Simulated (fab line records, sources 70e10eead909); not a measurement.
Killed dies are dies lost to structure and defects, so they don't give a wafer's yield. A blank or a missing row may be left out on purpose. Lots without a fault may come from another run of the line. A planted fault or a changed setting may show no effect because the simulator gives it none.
fab line records | flow nand_harc
record lots=24 wafers=72 last_day=33
route steps=1302 shown A_STAIRCASE@734 A_SGD_CUT@916
lots that met no fault: from a run of the same line without faults
start_h: hours from the record's first day to the start of the lot's first wafer shown | wait_h: hours since the lot's step before | " the same as in the row above | L1.1+2: a row that stands for several wafers | - no value, or no start given | * or withheld: withheld | < > ~ a bound
route shown NAME@n: a module of which the file shows steps, and the number in the route of the first | usual: mean/standard deviation of fault-free wafers | same: alike in all rows | chamber/n: place in a boat | sites: the reading at each site | _std_site: their standard deviation | _edge_site: outer sites' mean less inner sites' | radius_mm: how far each site lies from the wafer's centre | mask NAME#n: copy n | behind: the tool/chamber that last shaped the wafer | hold: why the lot was held/for how many hours/how that ended | device: the transistor (n, p or np) that didn't switch | end of line: the same wafers' tests at the end of the route | a step without rows: its recipe alone | killed: dies lost to structure and defects at the first sort, not the wafer's yield | map: a wafer's dies, x killed, . not, _ none there
set.NAME: the setting as run; set.NAME@STEP: as run at that earlier step | model.NAME: the simulator's own value behind a step, which no gauge read
steps of the route over a sample of lots; a table a step, a row a wafer
services: from which hour (start_h, from the record's first day; less than 0 if before it) a tool's chamber was out of use, for how many hours, and why
## steps
# step NHARC_A_STAIRCASE_TRIM_220
# recipe time_s=211.2 o2_flow_sccm=500 ar_flow_sccm=0 bias_w=0 chemistry=O2
# usual drypump_motor_current_A=5.7/0.31 oes_product_au=1.001/0.011 rf_vpp_V=57.8/0.89 showerhead_plenum_p_Torr=3.56/0.13 throttle_valve_pct=17.037/0.0085
# columns lot.wafer tool chamber start_h wait_h drypump_motor_current_A oes_product_au rf_hours_counter_h rf_vpp_V showerhead_plenum_p_Torr throttle_valve_pct
L074.3 rie_diel-01 1 351.65 0.2 6.3 1.012 40 58.3 3.30 17.042
L074.5 " 1 " " 6.3 1.010 - 57.3 3.30 17.035
L074.4 " 2 " " 5.7 1.010 - 56.7 3.54 17.038
L076.2 rie_diel-04 0 372.85 0.1 5.8 1.004 1 57.3 3.74 17.024
L076.6 " 2 " " 5.7 0.999 - 57.7 3.58 17.035
L076.5 " 3 " " 5.7 1.009 - 57.0 3.59 17.041
L075.2 rie_diel-04 0 374.71 0.1 5.8 0.996 2 58.5 3.74 17.043
L075.1 " 1 " " 5.5 1.009 2 57.9 3.71 17.040
L075.5 " 0 " " 5.8 0.987 - 59.2 3.74 17.028
L077.4 rie_diel-01 0 392.30 0.1 5.7 1.018 0 56.1 3.42 17.036
L077.1 " 2 " " 5.7 1.007 0 58.5 3.54 17.044
L077.5 " 0 " " 5.7 1.025 - 59.0 3.42 17.034
L078.3 rie_diel-01 2 398.99 0.1 5.7 0.999 2 58.8 3.54 17.039
L078.5 " 3 " " 6.3 1.009 - 57.2 3.53 17.035
L078.6 " 0 " " 5.7 1.019 - 57.7 3.42 17.036
L079.4 rie_diel-07 3 422.48 0.1 5.4 0.979 42 58.4 3.75 17.031
L079.5 " 1 " " 5.9 1.009 - 58.2 3.76 17.028
L079.6 " 2 " " 5.2 1.006 - 57.4 3.40 17.044
L080.3 rie_diel-01 1 423.61 0.3 6.2 0.992 12 56.5 3.29 17.035
L080.4 " 0 " " 5.7 1.022 10 58.5 3.42 17.033
L080.6 " 1 " " 6.3 0.998 - 56.1 3.29 17.034
L081.1 rie_diel-04 3 445.87 0.1 5.6 1.000 24 57.7 3.58 17.032
L081.4 " 0 " " 5.8 1.004 22 58.1 3.73 17.031
L081.5 " 2 " " 5.7 0.985 - 59.1 3.57 17.040
L082.1 rie_diel-04 0 446.34 0.1 5.8 0.996 22 58.1 3.73 17.042
L082.2 " 1 " " 5.4 0.996 22 58.1 3.70 17.039
L082.3 " 2 " " 5.7 0.991 25 58.8 3.57 17.036
L083.3 rie_diel-07 1 460.32 0.1 5.8 1.015 45 57.7 3.75 17.034
L083.1 " 3 " " 5.4 0.987 52 57.6 3.74 17.028
L083.6 " 2 " " 5.2 0.997 - 58.2 3.39 17.040
L086.1 rie_diel-07 2 469.56 0.1 5.2 0.992 51 57.2 3.39 17.036
L086.4 " 3 " " 5.4 0.977 56 58.6 3.74 17.031
L086.6 " 3 " " 5.4 0.978 - 57.8 3.74 17.043
L085.3 rie_diel-04 3 470.16 0.1 5.6 1.001 33 57.9 3.57 17.042
L085.2 " 2 " " 5.6 0.995 35 57.2 3.56 17.037
L085.6 " 0 " " 5.8 0.998 - 58.2 3.72 17.030
L084.2 rie_diel-04 2 474.75 0.1 5.7 0.976 38 58.1 3.56 17.056
L084.1 " 0 " " 5.8 0.993 34 57.2 3.72 17.033
L084.5 " 1 " " 5.5 1.005 - 58.8 3.69 17.036
L087.4 rie_diel-04 0 481.76 0.1 5.8 1.008 36 58.3 3.72 17.035
L087.3 " 1 " " 5.5 1.007 38 57.5 3.69 17.037
L087.6 " 3 " " 5.7 1.009 - 59.3 3.57 17.034
L088.4 rie_diel-01 3 504.05 0.1 6.3 1.014 39 59.0 3.51 17.050
L088.5 " 1 " " 6.3 1.015 - 55.6 3.28 17.032
L088.6 " 2 " " 5.7 0.994 - 57.3 3.52 17.045
L089.2 rie_diel-07 2 518.33 0.1 5.1 1.004 11 56.5 3.39 17.039
L089.4 " 3 " " 5.4 0.987 10 58.3 3.73 17.039
L089.1 " 1 " " 5.8 1.010 11 58.5 3.74 17.026
L090.4 rie_diel-01 3 519.12 0.1 6.3 0.998 44 58.4 3.51 17.045
L090.3 " 1 " " 6.3 0.994 40 56.3 3.28 17.037
L090.5 " 3 " " 6.3 1.011 - 58.5 3.51 17.046
L092.2 rie_diel-01 3 549.69 0.1 6.3 1.007 54 57.5 3.50 17.019
L092.1 " 0 " " 5.7 1.022 50 56.7 3.40 17.036
L092.3 " 2 " " 5.7 1.001 54 58.9 3.51 17.039
L091.1 rie_diel-04 3 550.72 0.1 5.6 1.000 5 59.0 3.56 17.027
L091.5 " 2 " " 5.7 0.988 - 57.1 3.55 17.037
L091.4 " 1 " " 5.5 0.988 - 58.7 3.68 17.022
L093.1 rie_diel-04 1 560.10 0.1 5.5 0.998 10 58.7 3.68 17.035
L093.4 " 2 " " 5.7 0.987 - 58.5 3.54 17.044
L093.5 " 1 " " 5.5 0.980 - 58.7 3.68 17.045
L094.3 rie_diel-04 1 561.25 0.3 5.5 0.984 - 58.2 3.68 17.037
L094.6 " 3 " " 5.7 1.004 - 58.4 3.56 17.037
L094.5 " 1 " " 5.5 0.987 - 57.9 3.68 17.038
L095.4 rie_diel-01 3 580.03 0.1 6.4 1.015 0 57.8 3.50 17.039
L095.2 " 0 " " 5.7 1.017 6 57.2 3.39 17.044
L095.6 " 3 " " 6.3 1.012 - 57.4 3.50 17.033
L096.1 rie_diel-04 1 587.43 0.1 5.5 0.985 20 58.1 3.67 17.041
L096.2 " 2 " " 5.6 0.987 17 57.9 3.54 17.041
L096.5 " 2 " " 5.7 1.001 - 56.3 3.54 17.051
L097.2 rie_diel-07 3 588.18 0.1 5.4 0.987 38 58.1 3.72 17.024
L097.1 " 1 " " 5.8 1.002 33 59.1 3.73 17.055
L097.6 " 0 " " 5.2 1.008 - 57.9 3.60 17.047
# step NHARC_A_STAIRCASE_TRIM_222
# recipe time_s=211.2 o2_flow_sccm=500 ar_flow_sccm=0 bias_w=0 chemistry=O2
# usual drypump_motor_current_A=5.7/0.32 oes_product_au=1.001/0.012 rf_vpp_V=57.9/0.86 showerhead_plenum_p_Torr=3.56/0.13 throttle_valve_pct=17.036/0.0093
# columns lot.wafer tool chamber start_h wait_h drypump_motor_current_A oes_product_au rf_hours_counter_h rf_vpp_V showerhead_plenum_p_Torr throttle_valve_pct
L074.3 rie_diel-01 2 - - 5.7 1.005 40 58.5 3.54 17.033
L074.4 " 3 " " 6.3 0.997 41 58.1 3.54 17.037
L074.5 " 2 " " 5.7 0.996 - 57.5 3.54 17.054
L076.2 rie_diel-04 0 - - 5.8 1.003 2 57.2 3.74 17.042
L076.5 " 2 " " 5.7 0.993 - 58.6 3.58 17.020
L076.6 " 3 " " 5.6 1.009 - 59.7 3.59 17.029
L075.2 rie_diel-04 0 - - 5.8 1.003 2 59.4 3.74 17.049
L075.1 " 1 " " 5.4 1.009 2 57.8 3.71 17.031
L075.5 " 3 " " 5.6 1.005 - 59.2 3.59 17.032
L077.1 rie_diel-01 0 - - 5.7 1.020 0 59.2 3.42 17.043
L077.4 " 3 " " 6.3 1.011 0 57.3 3.53 17.047
L077.5 " 0 " " 5.7 1.018 - 58.4 3.42 17.042
L078.3 rie_diel-01 2 - - 5.7 1.020 2 59.0 3.54 17.038
L078.5 " 3 " " 6.3 1.018 - 58.3 3.53 17.036
L078.6 " 0 " " 5.7 1.029 - 57.9 3.42 17.027
L079.4 rie_diel-07 0 - - 5.2 1.004 38 56.8 3.63 17.042
L079.5 " 2 " " 5.1 0.995 - 56.7 3.40 17.027
L079.6 " 3 " " 5.4 0.995 - 58.5 3.75 17.033
L080.3 rie_diel-01 0 - - 5.7 1.022 10 56.4 3.42 17.030
L080.4 " 3 " " 6.3 1.015 11 57.9 3.53 17.053
L080.6 " 1 " " 6.3 1.001 - 57.6 3.29 17.042
L081.4 rie_diel-04 2 - - 5.7 0.988 25 56.3 3.57 17.040
L081.1 " 1 " " 5.5 1.001 22 57.8 3.70 17.043
L081.5 " 2 " " 5.7 0.993 - 58.9 3.57 17.047
L082.1 rie_diel-04 0 - - 5.8 0.993 22 59.4 3.73 17.038
L082.3 " 1 " " 5.5 0.995 23 58.2 3.70 17.045
L082.2 " 2 " " 5.7 0.990 25 58.8 3.57 17.032
L083.3 rie_diel-07 3 - - 5.4 0.992 52 60.1 3.74 17.028
L083.1 " 0 " " 5.2 1.013 47 57.3 3.62 17.031
L083.6 " 2 " " 5.1 1.003 - 56.7 3.39 17.042
L086.1 rie_diel-07 3 - - 5.4 0.972 56 57.5 3.74 17.033
L086.4 " 0 " " 5.2 1.006 51 59.0 3.62 17.031
L086.6 " 0 " " 5.2 1.007 - 57.6 3.62 17.039
L085.2 rie_diel-04 0 - - 5.8 0.991 30 58.3 3.72 17.039
L085.3 " 1 " " 5.5 1.010 33 57.8 3.69 17.033
L085.6 " 2 " " 5.7 0.985 - 57.3 3.56 17.043
L084.2 rie_diel-04 3 - - 5.6 1.013 36 56.8 3.57 17.010
L084.1 " 0 " " 5.8 1.011 34 56.8 3.72 17.043
L084.5 " 0 " " 5.8 1.004 - 56.8 3.72 17.034
L087.4 rie_diel-04 1 - - 5.5 1.001 38 58.8 3.69 17.036
L087.3 " 2 " " 5.7 0.996 40 58.3 3.56 17.031
L087.6 " 0 " " 5.8 0.994 - 57.6 3.72 17.032
L088.4 rie_diel-01 0 - - 5.7 1.020 38 58.4 3.40 17.026
L088.6 " 3 " " 6.3 1.004 - 57.5 3.51 17.044
L088.5 " 0 " " 5.7 1.021 - 56.7 3.40 17.026
L089.4 rie_diel-07 3 - - 5.4 0.992 10 58.0 3.73 17.043
L089.2 " 0 " " 5.2 1.008 10 57.1 3.61 17.041
L089.1 " 2 " " 5.2 1.010 11 56.5 3.39 17.049
L090.3 rie_diel-01 0 - - 5.7 1.006 42 58.3 3.40 17.008
L090.4 " 3 " " 6.3 1.000 44 56.9 3.51 17.033
L090.5 " 0 " " 5.7 1.013 - 58.9 3.40 17.034
L092.1 rie_diel-01 1 - - 6.2 0.996 50 56.3 3.27 17.024
L092.3 " 2 " " 5.7 0.994 54 58.5 3.51 17.043
L092.2 " 3 " " 6.3 0.997 54 58.6 3.50 17.037
L091.1 rie_diel-04 2 - - 5.7 0.988 5 58.0 3.55 17.027
L091.4 " 1 " " 5.5 0.995 - 57.9 3.68 17.049
L091.5 " 2 " " 5.7 0.987 - 58.7 3.55 17.025
L093.1 rie_diel-04 1 - - 5.5 0.981 11 59.3 3.68 17.023
L093.5 " 1 " " 5.5 0.988 - 57.8 3.68 17.022
L093.4 " 2 " " 5.6 0.994 - 56.3 3.54 17.038
L094.3 rie_diel-04 3 - - 5.6 1.018 - 58.1 3.56 17.036
L094.6 " 3 " " 5.7 1.015 - 56.8 3.56 17.030
L094.5 " 1 " " 5.5 0.992 - 57.2 3.68 17.024
L095.2 rie_diel-01 3 - - 6.3 1.017 1 57.9 3.50 17.054
L095.4 " 0 " " 5.7 1.021 7 58.1 3.39 17.041
L095.6 " 3 " " 6.3 1.009 - 57.2 3.50 17.019
L096.1 rie_diel-04 1 - - 5.4 0.992 20 57.3 3.67 17.046
L096.2 " 2 " " 5.7 0.988 17 57.3 3.54 17.048
L096.5 " 2 " " 5.7 0.990 - 58.2 3.54 17.052
L097.2 rie_diel-07 3 - - 5.4 0.980 38 57.8 3.72 17.026
L097.1 " 1 " " 5.9 1.007 33 57.2 3.73 17.035
L097.6 " 2 " " 5.1 0.995 - 57.9 3.37 17.041
# step NHARC_A_STAIRCASE_TRIM_235
# recipe time_s=211.2 o2_flow_sccm=500 ar_flow_sccm=0 bias_w=0 chemistry=O2
# usual drypump_motor_current_A=5.7/0.33 oes_product_au=1.002/0.01 rf_vpp_V=57.9/0.91 showerhead_plenum_p_Torr=3.57/0.14 throttle_valve_pct=17.036/0.0093
# columns lot.wafer tool chamber start_h wait_h drypump_motor_current_A oes_product_au rf_hours_counter_h rf_vpp_V showerhead_plenum_p_Torr throttle_valve_pct
L074.4 rie_diel-07 0 - - 5.2 1.015 17 58.5 3.64 17.027
L074.3 " 3 " " 5.4 0.993 15 57.9 3.76 17.031
L074.5 " 0 " " 5.2 1.015 - 58.0 3.64 17.045
L076.2 rie_diel-01 0 - - 5.7 1.029 54 56.4 3.43 17.031
L076.6 " 2 " " 5.7 1.005 - 59.0 3.54 17.038
L076.5 " 3 " " 6.3 0.996 - 55.6 3.53 17.049
L075.2 rie_diel-07 1 - - 5.9 0.992 23 59.0 3.76 17.038
L075.1 " 2 " " 5.2 1.008 25 58.4 3.41 17.029
L075.5 " 0 " " 5.2 1.008 - 58.4 3.63 17.040
L077.4 rie_diel-01 0 - - 5.8 1.015 1 58.2 3.42 17.031
L077.1 " 2 " " 5.7 1.000 1 58.2 3.54 17.037
L077.5 " 1 " " 6.2 0.997 - 57.9 3.30 17.027
L078.3 rie_diel-01 3 - - 6.3 1.004 3 58.0 3.53 17.042
L078.5 " 0 " " 5.7 1.014 - 57.1 3.42 17.043
L078.6 " 1 " " 6.3 1.011 - 56.4 3.30 17.016
L079.4 rie_diel-04 0 - - 5.8 1.009 18 57.5 3.73 17.035
L079.6 " 0 " " 5.8 0.993 - 56.6 3.73 17.049
L079.5 " 1 " " 5.5 1.006 - 57.1 3.70 17.045
L080.4 rie_diel-07 2 - - 5.2 1.005 41 58.3 3.40 17.029
L080.3 " 3 " " 5.4 0.978 43 58.0 3.75 17.042
L080.6 " 2 " " 5.2 0.992 - 57.2 3.40 17.027
L081.4 rie_diel-04 1 - - 5.5 0.997 24 58.9 3.70 17.026
L081.1 " 2 " " 5.7 0.985 27 56.9 3.57 17.032
L081.5 " 1 " " 5.5 0.992 - 58.0 3.70 17.039
L082.3 rie_diel-04 3 - - 5.6 0.999 27 57.9 3.58 17.037
L082.2 " 0 " " 5.8 0.995 24 56.6 3.73 17.032
L082.1 " 1 " " 5.5 0.993 24 58.5 3.70 17.033
L083.1 rie_diel-04 2 - - 5.6 0.988 33 57.4 3.56 17.031
L083.3 " 0 " " 5.8 0.993 28 58.4 3.73 17.040
L083.6 " 2 " " 5.7 0.993 - 57.5 3.56 17.058
L086.1 rie_diel-01 1 - - 6.3 1.002 25 56.8 3.29 17.015
L086.4 " 3 " " 6.3 1.013 26 57.4 3.52 17.034
L086.6 " 2 " " 5.7 0.998 - 57.5 3.52 17.045
L085.2 rie_diel-01 1 - - 6.2 1.000 25 56.9 3.28 17.030
L085.3 " 3 " " 6.3 1.007 27 59.0 3.52 17.047
L085.6 " 0 " " 5.7 1.009 - 57.1 3.41 17.019
L084.1 rie_diel-04 1 - - 5.5 1.014 37 58.9 3.69 17.044
L084.2 " 2 " " 5.7 0.991 39 58.7 3.56 17.027
L084.5 " 0 " " 5.8 1.004 - 58.0 3.72 17.030
L087.4 rie_diel-04 3 - - 5.6 0.992 39 57.7 3.57 17.037
L087.3 " 0 " " 5.8 0.999 36 58.7 3.72 17.027
L087.6 " 3 " " 5.6 0.992 - 58.2 3.57 17.047
L088.4 rie_diel-04 3 - - 5.6 1.006 45 58.0 3.57 17.031
L088.6 " 3 " " 5.6 1.009 - 57.5 3.57 17.042
L088.5 " 0 " " 5.8 0.997 - 58.9 3.72 17.048
L089.2 rie_diel-07 0 - - 5.2 1.002 10 59.0 3.61 17.022
L089.4 " 1 " " 5.8 1.011 11 58.4 3.74 17.028
L089.1 " 2 " " 5.2 0.997 12 56.6 3.39 17.049
L090.4 rie_diel-01 0 - - 5.7 1.028 43 58.6 3.40 17.036
L090.3 " 2 " " 5.7 0.997 42 57.9 3.52 17.031
L090.5 " 1 " " 6.3 1.012 - 57.6 3.28 17.036
L092.2 rie_diel-01 1 - - 6.2 1.000 51 57.6 3.27 17.037
L092.3 " 2 " " 5.7 0.992 54 58.0 3.51 17.021
L092.1 " 3 " " 6.3 1.000 55 56.3 3.50 17.043
L091.1 rie_diel-04 1 - - 5.5 0.994 6 57.4 3.68 17.036
L091.5 " 2 " " 5.6 0.992 - 56.8 3.55 17.047
L091.4 " 1 " " 5.5 0.996 - 58.9 3.68 17.035
L093.4 rie_diel-07 1 - - 5.9 0.997 23 59.1 3.74 17.042
L093.1 " 2 " " 5.1 0.999 29 58.5 3.38 17.050
L093.5 " 0 " " 5.2 1.019 - 57.1 3.61 17.032
L094.3 rie_diel-04 1 - - 5.5 0.996 - 58.2 3.68 17.050
L094.5 " 3 " " 5.6 1.011 - 57.7 3.55 17.028
L094.6 " 1 " " 5.5 0.983 - 58.6 3.67 17.041
L095.2 rie_diel-01 1 - - 6.3 0.988 9 58.7 3.80 17.044
L095.4 " 1 " " 6.3 0.997 - 56.8 3.80 17.036
L095.6 " 0 " " 5.7 1.025 - 56.5 3.39 17.061
L096.1 rie_diel-07 0 - - 5.2 1.009 34 56.8 3.60 17.026
L096.2 " 1 " " 5.8 1.006 34 58.1 3.73 17.029
L096.5 " 2 " " 5.1 0.999 - 56.9 3.37 17.034
L097.2 rie_diel-04 0 - - 5.8 0.998 10 57.3 3.71 17.033
L097.1 " 2 " " 5.6 0.996 19 57.4 3.54 17.028
L097.6 " 0 " " 5.8 1.001 - 60.3 3.71 17.042
# step NHARC_A_STAIRCASE_ETCH_294
# recipe target_depth_a=49890 time_s=1211.6 ion_energy_ev=800 c4f8_flow_sccm=80 o2_flow_sccm=60 ar_flow_sccm=withheld rf_w=600 bias_w=3000 chemistry=C4F8/O2/Ar
# usual oes_product_au=0.932/0.011 rf_vpp_V=1830/11
# columns lot.wafer tool chamber start_h wait_h oes_product_au rf_hours_counter_h rf_vpp_V
L074.4 rie_diel-04 2 - - 0.930 2 1831
L074.3 " 0 " " 0.942 1 1842
L074.5 " 2 " " 0.928 - 1830
L076.2 rie_diel-04 3 - - 0.930 8 1833
L076.6 " 0 " " 0.922 - 1842
L076.5 " 1 " " 0.927 - 1839
L075.1 rie_diel-04 2 - - 0.928 9 1831
L075.2 " 3 " " 0.936 9 1832
L075.5 " 2 " " 0.919 - 1831
L077.1 rie_diel-01 3 - - 0.925 5 1826
L077.4 " 2 " " 0.924 5 1828
L077.5 " 0 " " 0.938 - 1819
L078.3 rie_diel-04 0 - - 0.933 16 1842
L078.5 " 2 " " 0.929 - 1831
L078.6 " 3 " " 0.929 - 1831
L079.4 rie_diel-01 1 - - 0.928 14 1809
L079.6 " 1 " " 0.923 - 1809
L079.5 " 2 " " 0.938 - 1827
L080.3 rie_diel-01 3 - - 0.938 14 1826
L080.4 " 0 " " 0.938 13 1819
L080.6 " 2 " " 0.924 - 1828
L081.4 rie_diel-01 2 - - 0.920 21 1826
L081.1 " 0 " " 0.944 20 1819
L081.5 " 2 " " 0.924 - 1827
L082.1 rie_diel-07 0 - - 0.930 47 1834
L082.2 " 1 " " 0.921 46 1843
L082.3 " 2 " " 0.921 48 1819
L083.1 rie_diel-01 1 - - 0.919 27 1809
L083.3 " 3 " " 0.940 28 1827
L083.6 " 0 " " 0.946 - 1818
L086.4 rie_diel-07 0 - - 0.951 3 1832
L086.1 " 2 " " 0.948 3 1817
L086.6 " 0 " " 0.955 - 1833
L085.2 rie_diel-07 1 - - 0.938 4 1843
L085.3 " 0 " " 0.941 4 1834
L085.6 " 1 " " 0.932 - 1844
L084.2 rie_diel-07 2 - - 0.950 5 1815
L084.1 " 3 " " 0.934 4 1841
L084.5 " 1 " " 0.946 - 1841
L087.3 rie_diel-01 2 - - 0.914 34 1827
L087.4 " 1 " " 0.929 33 1807
L087.6 " 3 " " 0.937 - 1826
L088.4 rie_diel-04 1 - - 0.940 50 1839
L088.6 " 2 " " 0.917 - 1828
L088.5 " 3 " " 0.933 - 1829
L089.2 rie_diel-01 2 - - 0.939 47 1826
L089.1 " 0 " " 0.949 46 1816
L089.4 " 1 " " 0.931 44 1808
L090.3 rie_diel-07 0 - - 0.920 13 1833
L090.4 " 2 " " 0.908 14 1816
L090.5 " 3 " " 0.910 - 1840
L092.3 rie_diel-01 1 - - 0.933 0 1847
L092.1 " 2 " " 0.953 0 1825
L092.2 " 0 " " 0.967 0 1816
L091.1 rie_diel-04 0 - - 0.936 2 1840
L091.4 " 2 " " 0.920 12 1827
L091.5 " 3 " " 0.933 - 1828
L093.1 rie_diel-01 0 - - 0.949 8 1816
L093.5 " 3 " " 0.937 - 1825
L093.4 " 1 " " 0.922 - 1847
L094.3 rie_diel-04 1 - - 0.913 18 1836
L094.5 " 2 " " 0.914 - 1828
L094.6 " 1 " " 0.920 - 1838
L095.4 rie_diel-07 1 - - 0.938 35 1841
L095.2 " 2 " " 0.940 40 1813
L095.6 " 0 " " 0.927 - 1831
L096.1 rie_diel-04 2 - - 0.910 22 1828
L096.2 " 0 " " 0.933 13 1839
L096.5 " 2 " " 0.913 - 1828
L097.1 rie_diel-07 2 - - 0.935 41 1815
L097.2 " 1 " " 0.946 37 1842
L097.6 " 3 " " 0.926 - 1841
# step NHARC_A_STAIRCASE_CMP_152
# usual edge_zone_pressure_frac=1.000/0.0049 motor_current_A=12.3/1.1
# columns lot.wafer tool chamber start_h wait_h edge_zone_pressure_frac motor_current_A
L074.4 cmp-01 2 423.28 0.1 1.003 12.5
L074.3 " 0 " " 0.998 11.6
L074.5 " 1 " " 1.005 12.1
L075.1 cmp-04 1 450.67 0.1 1.008 10.7
L075.2 " 2 " " 0.999 11.5
L075.5 " 1 " " 1.004 10.3
L076.2 cmp-01 2 450.82 0.1 1.002 11.8
L076.6 " 2 " " 1.004 12.1
L076.5 " 3 " " 1.003 12.3
L077.1 cmp-02 1 463.41 0.1 1.005 12.1
L077.4 " 3 " " 1.000 14.8
L077.5 " 1 " " 1.007 12.1
L078.3 cmp-01 1 473.67 0.1 1.005 11.9
L078.5 " 0 " " 1.001 11.7
L078.6 " 1 " " 1.002 12.3
L079.4 cmp-01 1 492.98 0.1 1.001 12.3
L079.5 " 2 " " 1.000 12.1
L079.6 " 3 " " 1.006 12.2
L080.4 cmp-01 1 498.48 0.1 1.000 11.9
L080.3 " 3 " " 0.995 12.6
L080.6 " 1 " " 1.001 11.3
L081.4 cmp-02 2 513.61 0.1 0.996 12.0
L081.1 " 3 " " 1.003 14.8
L081.5 " 0 " " 0.990 12.2
L082.3 cmp-04 1 513.92 0.1 1.005 10.2
L082.1 " 3 " " 0.991 13.4
L082.2 " 0 " " 0.998 12.9
L083.3 cmp-01 2 534.10 0.1 0.992 11.9
L083.1 " 0 " " 0.997 12.2
L083.6 " 3 " " 0.992 12.3
L085.2 cmp-04 3 545.69 0.1 0.995 12.8
L085.3 " 1 " " 0.997 10.5
L085.6 " 3 " " 1.002 13.3
L084.1 cmp-01 1 546.12 0.1 1.005 11.7
L084.2 " 2 " " 0.989 12.2
L084.5 " 0 " " 0.997 11.7
L086.1 cmp-04 3 548.35 0.1 1.008 13.5
L086.4 " 0 " " 0.997 12.3
L086.6 " 2 " " 1.004 11.0
L087.4 cmp-01 1 564.70 0.1 0.999 12.0
L087.3 " 2 " " 1.001 12.6
L087.6 " 0 " " 0.993 11.3
L088.4 cmp-02 1 576.80 0.1 0.993 12.2
L088.5 " 2 " " 0.995 11.3
L088.6 " 3 " " 0.996 15.2
L089.1 cmp-02 0 584.96 0.1 0.998 11.8
L089.2 " 1 " " 0.999 12.1
L089.4 " 2 " " 1.005 11.6
L090.3 cmp-02 3 587.87 0.1 1.002 15.4
L090.4 " 0 " " 0.996 12.5
L090.5 " 3 " " 1.003 16.1
L091.4 cmp-02 3 623.65 0.1 1.007 15.2
L091.1 " 2 " " 0.995 11.4
L091.5 " 3 " " 0.997 15.4
L092.3 cmp-01 2 623.78 0.1 0.996 12.5
L092.1 " 3 " " 0.994 12.4
L092.2 " 1 " " 1.003 12.1
L093.1 cmp-01 1 635.23 0.1 1.001 12.6
L093.4 " 3 " " 0.997 13.4
L093.5 " 1 " " 1.002 13.1
L094.3 cmp-01 2 639.77 0.1 1.003 12.1
L094.5 " 0 " " 1.003 11.9
L094.6 " 1 " " 0.993 11.9
L095.4 cmp-01 0 657.89 0.1 1.003 12.4
L095.2 " 1 " " 1.007 11.8
L095.6 " 3 " " 0.993 12.5
L097.2 cmp-04 0 665.77 0.1 1.001 12.6
L097.1 " 1 " " 0.997 11.3
L097.6 " 3 " " 1.001 13.8
L096.2 cmp-02 3 665.97 0.1 1.004 14.6
L096.1 " 0 " " 1.005 12.4
L096.5 " 3 " " 1.003 15.8
# step NHARC_A_SGD_CUT_THK_MEAS_22
# recipe thk_meas_gauge=ellipsometry
# usual thk_nm=148.0/1.5
# columns lot.wafer tool chamber start_h wait_h thk_nm
L074.3 film_metro-01 - 432.78 0.2 149.1
L074.4 " - " " 149.0
L074.5 " - " " 147.7
L075.1 film_metro-02 - 462.85 0.2 148.0
L075.2 " - " " 146.7
L075.5 " - " " 148.5
L076.2 film_metro-01 - 462.85 0.2 147.3
L076.5 " - " " 146.8
L076.6 " - " " 146.9
L077.1 film_metro-01 - 472.28 0.2 145.9
L077.4 " - " " 148.1
L077.5 " - " " 147.1
L078.3 film_metro-02 - 483.15 0.2 145.8
L078.5 " - " " 147.6
L078.6 " - " " 150.0
L079.4 film_metro-02 - 501.53 0.2 147.0
L079.5 " - " " 147.1
L079.6 " - " " 146.1
L080.3 film_metro-02 - 507.89 0.2 148.3
L080.4 " - " " 148.4
L080.6 " - " " 149.0
L082.1 film_metro-02 - 522.62 0.2 147.2
L082.2 " - " " 147.6
L082.3 " - " " 150.9
L081.1 film_metro-01 - 522.62 0.2 149.1
L081.4 " - " " 144.8
L081.5 " - " " 149.5
L083.1 film_metro-02 - 542.73 0.2 148.3
L083.3 " - " " 150.4
L083.6 " - " " 149.7
L085.2 film_metro-02 - 554.57 0.2 146.3
L085.3 " - " " 149.7
L085.6 " - " " 148.7
L084.1 film_metro-02 - 554.59 0.2 149.2
L084.2 " - " " 148.3
L084.5 " - " " 148.8
L086.1 film_metro-01 - 554.59 0.2 147.3
L086.4 " - " " 146.7
L086.6 " - " " 149.3
L087.3 film_metro-01 - 575.26 0.2 146.4
L087.4 " - " " 145.1
L087.6 " - " " 148.0
L088.4 film_metro-01 - 588.71 0.2 148.6
L088.5 " - " " 146.7
L088.6 " - " " 149.1
L089.1 film_metro-02 - 593.98 0.2 146.7
L089.2 " - " " 149.7
L089.4 " - " " 146.1
L090.3 film_metro-01 - 593.98 0.2 147.4
L090.4 " - " " 148.7
L090.5 " - " " 146.4
L091.1 film_metro-01 - 632.59 0.2 147.4
L091.4 " - " " 148.7
L091.5 " - " " 147.3
L092.1 film_metro-02 - 632.60 0.2 148.5
L092.2 " - " " 147.0
L092.3 " - " " 150.1
L093.1 film_metro-01 - 644.14 0.2 147.6
L093.4 " - " " 150.0
L093.5 " - " " 147.7
L094.3 film_metro-02 - 648.83 0.2 146.1
L094.5 " - " " 149.2
L094.6 " - " " 146.7
L095.2 film_metro-01 - 666.59 0.2 146.3
L095.4 " - " " 146.3
L095.6 " - " " 147.6
L096.1 film_metro-02 - 678.34 0.2 146.6
L096.2 " - " " 146.9
L096.5 " - " " 147.5
L097.1 film_metro-02 - 678.49 0.2 148.3
L097.2 " - " " 147.9
L097.6 " - " " 144.8
## services
# columns tool chamber start_h hours kind
rie_diel-01 3 345.57 6.2 repair
rie_diel-04 - 354.90 9.0 pm
cmp-01 - 358.61 2.5 repair
rie_diel-07 1 359.86 2.9 repair
rie_diel-01 1 366.50 3.8 repair
rie_diel-01 3 378.09 9.6 repair
rie_diel-01 - 380.80 9.0 pm
cmp-01 - 387.09 1.2 repair
rie_diel-07 0 393.62 9.9 repair
rie_diel-07 0 403.85 8.8 repair
cmp-01 - 412.82 4.0 pm
cmp-01 - 417.04 2.0 repair
cmp-01 - 445.07 1.5 repair
cmp-01 - 510.94 4.0 pm
rie_diel-04 - 532.93 9.0 pm
cmp-01 - 541.25 0.3 repair
rie_diel-07 1 554.62 4.5 repair
rie_diel-07 0 555.62 7.3 repair
rie_diel-01 2 581.64 14.5 repair
rie_diel-04 3 582.21 24.3 repair
cmp-01 - 592.90 3.6 repair
rie_diel-04 - 597.26 0.4 repair
rie_diel-07 3 624.07 13.7 repair
rie_diel-07 - 648.20 9.0 pm
## key
fault none
